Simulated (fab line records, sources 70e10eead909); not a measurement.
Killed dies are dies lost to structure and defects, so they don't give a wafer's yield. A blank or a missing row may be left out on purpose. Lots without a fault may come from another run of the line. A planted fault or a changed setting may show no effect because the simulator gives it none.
fab line records | flow nand_harc
record lots=6 wafers=18 last_day=33
route steps=1302 shown A_ONON_D1@424 END@1302
lots that met no fault: from a run of the same line without faults
start_h: hours from the record's first day to the start of the lot's first wafer shown | wait_h: hours since the lot's step before | " the same as in the row above | L1.1+2: a row that stands for several wafers | - no value, or no start given | * or withheld: withheld | < > ~ a bound
route shown NAME@n: a module of which the file shows steps, and the number in the route of the first | usual: mean/standard deviation of fault-free wafers | same: alike in all rows | chamber/n: place in a boat | sites: the reading at each site | _std_site: their standard deviation | _edge_site: outer sites' mean less inner sites' | radius_mm: how far each site lies from the wafer's centre | mask NAME#n: copy n | behind: the tool/chamber that last shaped the wafer | hold: why the lot was held/for how many hours/how that ended | device: the transistor (n, p or np) that didn't switch | end of line: the same wafers' tests at the end of the route | a step without rows: its recipe alone | killed: dies lost to structure and defects at the first sort, not the wafer's yield | map: a wafer's dies, x killed, . not, _ none there
set.NAME: the setting as run; set.NAME@STEP: as run at that earlier step | model.NAME: the simulator's own value behind a step, which no gauge read
lots at some steps of the route; a table a step, a row a wafer
services: from which hour (start_h, from the record's first day; less than 0 if before it) a tool's chamber was out of use, for how many hours, and why
## steps
# step NHARC_A_ONON_D1_DEP_00
# recipe target_thk_a=10000 n2_flow_sccm=2750 n2o_flow_sccm=2000 nh3_flow_sccm=500 sih4_flow_sccm=210 temp_c=400
# step NHARC_A_ONON_D1_THK_MEAS_02
# recipe thk_meas_gauge=ellipsometry
# usual thk_nm=1001/10
# columns lot.wafer tool chamber start_h wait_h thk_nm
L376.2 film_metro-01 - 191.21 - 1008
L376.4 " - " " 1009
L376.6 " - " " 1007
L380.2 film_metro-02 - 219.87 - 989
L380.3 " - " " 988
L380.6 " - " " 987
L382.2 film_metro-01 - 236.09 - 1020
L382.4 " - " " 1021
L382.5 " - " " 1020
L389.1 film_metro-01 - 318.11 - 1010
L389.2 " - " " 1011
L389.3 " - " " 1012
L396.1 film_metro-01 - 384.41 - 993
L396.4 " - " " 992
L396.6 " - " " 993
L397.1 film_metro-01 - 384.41 - 1004
L397.4 " - " " 1001
L397.6 " - " " 1004
# step NHARC_A_ONON_D1_DEP_03
# recipe target_thk_a=10000 n2_flow_sccm=2750 n2o_flow_sccm=2000 nh3_flow_sccm=500 sih4_flow_sccm=210 temp_c=400
# step NHARC_A_ONON_D1_THK_MEAS_05
# recipe thk_meas_gauge=ellipsometry
# usual thk_nm=1003/11
# columns lot.wafer tool chamber start_h wait_h thk_nm
L376.2 film_metro-01 - 191.78 - 1001
L376.4 " - " " 1001
L376.6 " - " " 1001
L380.2 film_metro-01 - 220.45 - 1017
L380.3 " - " " 1018
L380.6 " - " " 1019
L382.2 film_metro-02 - 236.65 - 993
L382.4 " - " " 993
L382.5 " - " " 992
L389.1 film_metro-01 - 318.68 - 988
L389.2 " - " " 988
L389.3 " - " " 987
L396.1 film_metro-01 - 384.97 - 1000
L396.4 " - " " 999
L396.6 " - " " 998
L397.1 film_metro-01 - 384.98 - 1001
L397.4 " - " " 1003
L397.6 " - " " 1003
# step NHARC_A_ONON_D1_DEP_06
# recipe target_thk_a=10000 n2_flow_sccm=2750 n2o_flow_sccm=2000 nh3_flow_sccm=500 sih4_flow_sccm=210 temp_c=400
# step NHARC_A_ONON_D1_THK_MEAS_08
# recipe thk_meas_gauge=ellipsometry
# usual thk_nm=999/10
# columns lot.wafer tool chamber start_h wait_h thk_nm
L376.2 film_metro-02 - 192.35 - 1001
L376.4 " - " " 1001
L376.6 " - " " 1001
L380.2 film_metro-01 - 221.01 - 1003
L380.3 " - " " 1003
L380.6 " - " " 1002
L382.2 film_metro-01 - 237.22 - 1002
L382.4 " - " " 1002
L382.5 " - " " 1002
L389.1 film_metro-02 - 319.25 - 1017
L389.2 " - " " 1018
L389.3 " - " " 1017
L396.1 film_metro-01 - 385.54 - 1013
L396.4 " - " " 1014
L396.6 " - " " 1015
L397.1 film_metro-01 - 385.55 - 989
L397.4 " - " " 989
L397.6 " - " " 988
# step NHARC_A_ONON_D1_DEP_09
# recipe target_thk_a=10000 n2_flow_sccm=2750 n2o_flow_sccm=2000 nh3_flow_sccm=500 sih4_flow_sccm=210 temp_c=400
# step NHARC_A_ONON_D1_THK_MEAS_11
# recipe thk_meas_gauge=ellipsometry
# usual thk_nm=999/11
# columns lot.wafer tool chamber start_h wait_h thk_nm
L376.2 film_metro-01 - 192.92 - 999
L376.4 " - " " 997
L376.6 " - " " 997
L380.2 film_metro-01 - 221.58 - 1009
L380.3 " - " " 1008
L380.6 " - " " 1009
L382.2 film_metro-02 - 237.78 - 991
L382.4 " - " " 988
L382.5 " - " " 990
L389.1 film_metro-01 - 319.81 - 994
L389.2 " - " " 996
L389.3 " - " " 994
L396.1 film_metro-01 - 386.11 - 1009
L396.4 " - " " 1010
L396.6 " - " " 1009
L397.1 film_metro-01 - 386.11 - 999
L397.4 " - " " 1000
L397.6 " - " " 999
# step NHARC_A_ONON_D1_DEP_12
# recipe target_thk_a=10000 n2_flow_sccm=2750 n2o_flow_sccm=2000 nh3_flow_sccm=500 sih4_flow_sccm=210 temp_c=400
# step NHARC_A_ONON_D1_THK_MEAS_14
# recipe thk_meas_gauge=ellipsometry
# usual thk_nm=998/11
# columns lot.wafer tool chamber start_h wait_h thk_nm
L376.2 film_metro-02 - 193.48 - 1002
L376.4 " - " " 1001
L376.6 " - " " 1003
L380.2 film_metro-01 - 222.15 - 991
L380.3 " - " " 993
L380.6 " - " " 992
L382.2 film_metro-02 - 238.36 - 992
L382.4 " - " " 994
L382.5 " - " " 992
L389.1 film_metro-02 - 320.37 - 997
L389.2 " - " " 1000
L389.3 " - " " 999
L396.1 film_metro-01 - 386.67 - 989
L396.4 " - " " 990
L396.6 " - " " 994
L397.1 film_metro-01 - 386.69 - 986
L397.4 " - " " 986
L397.6 " - " " 988
# step NHARC_A_ONON_D1_ANNEAL_15
# recipe temp_c=750 time_s=3600
# step NHARC_A_ONON_D1_DEP_16
# recipe target_thk_a=10000 n2_flow_sccm=2750 n2o_flow_sccm=2000 nh3_flow_sccm=500 sih4_flow_sccm=210 temp_c=400
# columns lot.wafer tool chamber start_h wait_h
L376.2+4+6 pecvd_onon-04 0 203.53 0.1
L380.2+3+6 pecvd_onon-01 0 230.17 0.1
L382.2+4+5 pecvd_onon-01 0 245.48 0.1
L389.1+2+3 pecvd_onon-04 0 328.00 0.1
L397.1+4+6 pecvd_onon-01 0 396.70 0.1
L396.1+4+6 pecvd_onon-04 0 396.70 0.1
# step NHARC_A_ONON_D1_THK_MEAS_18
# recipe thk_meas_gauge=ellipsometry
# usual thk_nm=1000/9.3
# columns lot.wafer tool chamber start_h wait_h thk_nm
L376.2 film_metro-02 - 203.99 - 989
L376.4 " - " " 987
L376.6 " - " " 989
L380.2 film_metro-02 - 230.63 - 1009
L380.3 " - " " 701
L380.6 " - " " 701
L382.2 film_metro-01 - 245.93 - 1007
L382.4 " - " " 696
L382.5 " - " " 1007
L389.1 film_metro-02 - 328.52 - 1018
L389.2 " - " " 1017
L389.3 " - " " 1018
L397.1 film_metro-02 - 397.21 - 990
L397.4 " - " " 991
L397.6 " - " " 990
L396.1 film_metro-01 - 397.22 - 998
L396.4 " - " " 998
L396.6 " - " " 999
# step NHARC_A_ONON_D1_DEP_19
# recipe target_thk_a=10000 n2_flow_sccm=2750 n2o_flow_sccm=2000 nh3_flow_sccm=500 sih4_flow_sccm=210 temp_c=400
# step NHARC_END_SORT_01
# recipe temp_c=25
# usual killed_at_array=51/17 killed_at_other=1.6/2.1 killed_at_periphery=4/3.2 killed_dies=57/18 killed_open=2.9/1.7 killed_short=2.3/1.3
# same gross_dies=677
# columns lot.wafer tool chamber start_h wait_h killed_at_array killed_at_other killed_at_periphery killed_dies killed_open killed_short
L376.2 prober-01 0 592.07 2.8 52 0 0 52 2 1
L376.4 prober-01 0 593.64 3.4 35 1 4 40 2 1
L376.6 prober-01 0 595.22 3.9 49 1 4 54 3 0
L380.3 prober-02 0 628.81 3.1 671 1 5 677 5 1
L380.6 prober-02 0 631.23 4.0 671 2 4 677 5 3
L382.4 prober-01 0 640.60 3.4 672 1 4 677 2 2
L389.1 prober-01 0 724.86 2.5 69 0 2 71 4 1
L389.2 prober-01 0 725.67 2.8 58 1 1 60 1 3
L389.3 prober-01 0 726.48 3.1 61 1 1 63 4 2
# killed by level:class
L376.2 A_CHANNEL_HOLE_D1:chamber_film_flake=32 A_CHANNEL_HOLE_D2:chamber_film_flake=8 A_STAIRCASE:chamber_film_flake=5 A_BONDPAD:chamber_film_flake=2 A_CHANNEL_FILL_D2:geometric_particle:short=1 A_CONTACT:geometric_particle:open=1 A_M1:geometric_particle:open=1 A_CHANNEL_FILL_D1:chamber_film_flake=1
L376.4 A_CHANNEL_HOLE_D1:chamber_film_flake=26 A_CHANNEL_HOLE_D2:chamber_film_flake=5 P_ZERO_WELL:chamber_film_flake=2 P_M1:geometric_particle:open=1 A_ONON_D1:geometric_particle:short=1 A_ONON_D1:geometric_particle:open=1 P_M2:chamber_film_flake=1 A_SLIT:chamber_film_flake=1
L376.6 A_CHANNEL_HOLE_D1:chamber_film_flake=34 A_CHANNEL_HOLE_D2:chamber_film_flake=11 A_STAIRCASE:chamber_film_flake=2 P_CONTACT:geometric_particle:open=1 P_M0:geometric_particle:open=1 A_SGD_CUT:geometric_particle:open=1 P_GATE:chamber_film_flake=1 P_M0:chamber_film_flake=1
L380.3 A_ONON_D1:area_dep=646 A_CHANNEL_HOLE_D2:chamber_film_flake=7 A_WL_FILL:chamber_film_flake=7 A_STAIRCASE:chamber_film_flake=5 P_CONTACT:geometric_particle:open=2 A_M0:geometric_particle:open=2 A_CHANNEL_HOLE_D1:chamber_film_flake=2 P_GATE:geometric_particle:open=1
L380.6 A_ONON_D1:area_dep=644 A_CHANNEL_HOLE_D2:chamber_film_flake=12 A_CHANNEL_HOLE_D1:chamber_film_flake=3 A_STAIRCASE:chamber_film_flake=3 P_CONTACT:geometric_particle:open=2 A_WL_FILL:geometric_particle:short=2 P_ZERO_WELL:chamber_film_flake=2 A_CONTACT:chamber_film_flake=2
L382.4 A_ONON_D1:area_dep=611 A_CHANNEL_HOLE_D1:chamber_film_flake=24 A_SLIT:chamber_film_flake=16 A_CHANNEL_HOLE_D2:chamber_film_flake=7 A_STAIRCASE:chamber_film_flake=5 P_ZERO_WELL:chamber_film_flake=3 A_CONTACT:chamber_film_flake=3 A_M0:chamber_film_flake=2
L389.1 A_SLIT:chamber_film_flake=23 A_CHANNEL_HOLE_D2:chamber_film_flake=17 A_CHANNEL_HOLE_D1:chamber_film_flake=8 A_CONTACT:chamber_film_flake=5 A_CHANNEL_FILL_D1:chamber_film_flake=4 A_STAIRCASE:chamber_film_flake=4 P_GATE:geometric_particle:open=1 A_ONON_D1:geometric_particle:open=1
L389.2 A_SLIT:chamber_film_flake=24 A_CHANNEL_HOLE_D2:chamber_film_flake=11 A_CONTACT:chamber_film_flake=7 A_CHANNEL_HOLE_D1:chamber_film_flake=6 A_STAIRCASE:chamber_film_flake=5 A_CHANNEL_FILL_D2:geometric_particle:short=2 A_CHANNEL_HOLE_D1:geometric_particle:open=1 A_CHANNEL_FILL_D1:geometric_particle:short=1
L389.3 A_CHANNEL_HOLE_D2:chamber_film_flake=17 A_CHANNEL_HOLE_D1:chamber_film_flake=12 A_SLIT:chamber_film_flake=12 A_CONTACT:chamber_film_flake=6 A_STAIRCASE:chamber_film_flake=4 A_CHANNEL_FILL_D1:chamber_film_flake=3 P_CONTACT:geometric_particle:open=1 A_SOURCE_PLATE:geometric_particle:open=1
# map L380.3 (x killed, . not)
____________x____________
_________xxxxxxx_________
_______xxxxxxxxxxx_______
______xxxxxxxxxxxxx______
_____xxxxxxxxxxxxxxx_____
____xxxxxxxxxxxxxxxxx____
____xxxxxxxxxxxxxxxxx____
___xxxxxxxxxxxxxxxxxxx___
___xxxxxxxxxxxxxxxxxxx___
__xxxxxxxxxxxxxxxxxxxxx__
__xxxxxxxxxxxxxxxxxxxxx__
_xxxxxxxxxxxxxxxxxxxxxxx_
_xxxxxxxxxxxxxxxxxxxxxxx_
_xxxxxxxxxxxxxxxxxxxxxxx_
_xxxxxxxxxxxxxxxxxxxxxxx_
_xxxxxxxxxxxxxxxxxxxxxxx_
xxxxxxxxxxxxxxxxxxxxxxxxx
xxxxxxxxxxxxxxxxxxxxxxxxx
xxxxxxxxxxxxxxxxxxxxxxxxx
xxxxxxxxxxxxxxxxxxxxxxxxx
xxxxxxxxxxxxxxxxxxxxxxxxx
_xxxxxxxxxxxxxxxxxxxxxxx_
_xxxxxxxxxxxxxxxxxxxxxxx_
_xxxxxxxxxxxxxxxxxxxxxxx_
_xxxxxxxxxxxxxxxxxxxxxxx_
_xxxxxxxxxxxxxxxxxxxxxxx_
__xxxxxxxxxxxxxxxxxxxxx__
__xxxxxxxxxxxxxxxxxxxxx__
___xxxxxxxxxxxxxxxxxxx___
___xxxxxxxxxxxxxxxxxxx___
____xxxxxxxxxxxxxxxxx____
____xxxxxxxxxxxxxxxxx____
_____xxxxxxxxxxxxxxx_____
______xxxxxxxxxxxxx______
_______xxxxxxxxxxx_______
_________xxxxxxx_________
____________x____________
# map L382.4 (x killed, . not)
____________x____________
_________xxxxxxx_________
_______xxxxxxxxxxx_______
______xxxxxxxxxxxxx______
_____xxxxxxxxxxxxxxx_____
____xxxxxxxxxxxxxxxxx____
____xxxxxxxxxxxxxxxxx____
___xxxxxxxxxxxxxxxxxxx___
___xxxxxxxxxxxxxxxxxxx___
__xxxxxxxxxxxxxxxxxxxxx__
__xxxxxxxxxxxxxxxxxxxxx__
_xxxxxxxxxxxxxxxxxxxxxxx_
_xxxxxxxxxxxxxxxxxxxxxxx_
_xxxxxxxxxxxxxxxxxxxxxxx_
_xxxxxxxxxxxxxxxxxxxxxxx_
_xxxxxxxxxxxxxxxxxxxxxxx_
xxxxxxxxxxxxxxxxxxxxxxxxx
xxxxxxxxxxxxxxxxxxxxxxxxx
xxxxxxxxxxxxxxxxxxxxxxxxx
xxxxxxxxxxxxxxxxxxxxxxxxx
xxxxxxxxxxxxxxxxxxxxxxxxx
_xxxxxxxxxxxxxxxxxxxxxxx_
_xxxxxxxxxxxxxxxxxxxxxxx_
_xxxxxxxxxxxxxxxxxxxxxxx_
_xxxxxxxxxxxxxxxxxxxxxxx_
_xxxxxxxxxxxxxxxxxxxxxxx_
__xxxxxxxxxxxxxxxxxxxxx__
__xxxxxxxxxxxxxxxxxxxxx__
___xxxxxxxxxxxxxxxxxxx___
___xxxxxxxxxxxxxxxxxxx___
____xxxxxxxxxxxxxxxxx____
____xxxxxxxxxxxxxxxxx____
_____xxxxxxxxxxxxxxx_____
______xxxxxxxxxxxxx______
_______xxxxxxxxxxx_______
_________xxxxxxx_________
____________x____________
## services
# columns tool chamber start_h hours kind
pecvd_onon-01 - 271.49 13.0 pm
pecvd_onon-04 - 311.00 13.0 pm
## key
first_sign step=NHARC_A_ONON_D1_THK_MEAS_18 reading=thk_nm direction=down sigmas=32 usual=1000 struck=699
effect step=NHARC_END_SORT_01 reading=killed_at_array direction=up sigmas=36 usual=51 struck=671
more_kills_born_at NHARC_A_ONON_D1_DEP_16@pecvd_onon-01=1901
met_at NHARC_A_ONON_D1_DEP_16
struck_wafers L380.3,L380.6,L382.4
later_rows_left_out L380.3,L380.6,L382.4
tester_left_out L380,L382
fault kind=process_parameter_drift tool=pecvd_onon-01 chamber=- onset_h=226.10 steps=NHARC_A_ONON_D1_DEP_16 channel=target_thk_a offset=* shape=step end_h=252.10 scope=struck_wafers_only acts_in=* stated=*
# tester_left_out: of these lots the tester's yield and bins aren't shown, on N5 and GAA mostly nor the transistor test; their killed dies are dies lost to structure and defects alone, not to doping, threshold or leakage, so they don't give the yield
# later_rows_left_out: the simulator's readings of these wafers behind a module that went badly wrong aren't trusted and aren't shown, but for the sort
